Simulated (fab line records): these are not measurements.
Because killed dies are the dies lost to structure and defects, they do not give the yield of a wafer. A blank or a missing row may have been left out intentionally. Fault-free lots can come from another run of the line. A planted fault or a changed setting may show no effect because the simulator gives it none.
Matching of chambers | flow n5Finfet | N5_BEOL_M12_DEP_53 on pecvd-02 has 3 sister chambers
The step deposits SiCN from 3MS/NH3, target thk 30 nm, time 10.5 s. 3 wafers are shown with their chamber, then 12 later ones without.

== EACH WAFER AND ITS CHAMBER ==
wafer  | chamber | throttleValvePct (%)
L082.5 | 1       | 18.4
L085.2 | 0       | 17.6
L085.3 | 2       | 17.3

== WAFERS MISSING THEIR CHAMBER ==
wafer  | throttleValvePct (%)
L085.4 | 17.2
L085.5 | 16.9
L085.6 | 17.4
L088.2 | 17.1
L088.5 | 17.2
L088.6 | 17.4
L095.1 | 17.5
L095.2 | 17.3
L095.6 | 17.0
L097.4 | 17.3
L097.5 | 17.3
L097.6 | 17.2

== EACH ONE'S CHAMBER ==
wafer  | from the rows above     | in truth
L085.4 | can't be placed: 2 or 0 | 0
L085.5 | can't be placed: 2 or 0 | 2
L085.6 | can't be placed: 2 or 0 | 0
L088.2 | can't be placed: 2 or 0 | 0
L088.5 | can't be placed: 2 or 0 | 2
L088.6 | can't be placed: 2 or 0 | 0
L095.1 | can't be placed: 0 or 2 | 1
L095.2 | can't be placed: 2 or 0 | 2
L095.6 | can't be placed: 2 or 0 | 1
L097.4 | can't be placed: 2 or 0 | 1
L097.5 | can't be placed: 2 or 0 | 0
L097.6 | can't be placed: 2 or 0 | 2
Placed correctly: 0 of 12. Not placeable from these rows: 12 (in 9, the candidates include the true chamber). 0 placed wrongly.
How it was worked out, from the rows above alone: a wafer's distance from a chamber is the root of the sum, over the readings, of the square of ((its reading less the chamber's mean) divided by the reading's scatter). The wafer belongs to the nearest chamber; if the next one is less than 2 further off, it can't be placed. Each chamber's mean is taken over the wafers shown for it. The scatter: with one shown wafer a chamber, the root of the mean of the squares of how far each hidden wafer lies from its nearest shown one.
